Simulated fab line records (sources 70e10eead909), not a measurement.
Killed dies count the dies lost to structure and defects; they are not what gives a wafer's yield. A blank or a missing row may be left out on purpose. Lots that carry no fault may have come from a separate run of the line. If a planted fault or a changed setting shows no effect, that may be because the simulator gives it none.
Chamber matching    flow nand-harc    4 sister chambers for NHARC_P_GATE_STRIP_101 on rie-diel-04
The step strips in O2, time 20 s. 8 wafers are shown with their chamber, then 7 later ones without.

## WAFERS WITH THEIR CHAMBER
wafer   chamber  drypump-motor-current-A (A)  oes-product-au (a.u.)
L086.4  3        5.4                          0.993
L085.6  3        5.5                          0.972
L091.3  1        5.6                          0.983
L092.3  0        5.8                          1.020
L092.4  2        5.3                          0.993
L092.6  0        5.8                          1.007
L093.1  2        5.4                          0.986
L093.4  1        5.5                          0.978

## WAFERS WITH NO CHAMBER GIVEN
wafer   drypump-motor-current-A (A)  oes-product-au (a.u.)
L093.6  5.4                          0.989
L095.1  5.8                          1.019
L095.4  5.5                          0.982
L095.5  5.4                          0.986
L097.2  5.3                          0.982
L097.4  5.6                          0.976
L097.5  5.6                          0.972

## EACH ONE'S CHAMBER
wafer   from the rows above           in truth
L093.6  can't be placed: 2 or 3 or 1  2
L095.1  0                             0
L095.4  can't be placed: 3 or 1 or 2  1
L095.5  can't be placed: 3 or 2 or 1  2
L097.2  can't be placed: 2 or 3       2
L097.4  can't be placed: 1 or 3       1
L097.5  can't be placed: 1 or 3       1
1 of 7 placed correctly. These rows do not allow placing 6 (true chamber among the candidates in 6). 0 placed wrongly.
How it was worked out, from the rows above alone: a wafer's distance from a chamber is the root of the sum, over the readings, of the square of ((its reading less the chamber's mean) divided by the reading's scatter). If the next closest chamber is less than 2 further off than the closest, the wafer can't be placed; otherwise it belongs to the closest. A chamber's mean is the mean of its shown wafers. The scatter is the square root of a quotient: the sum, over the shown wafers, of each reading's squared deviation from its chamber's mean, divided by wafers minus chambers.
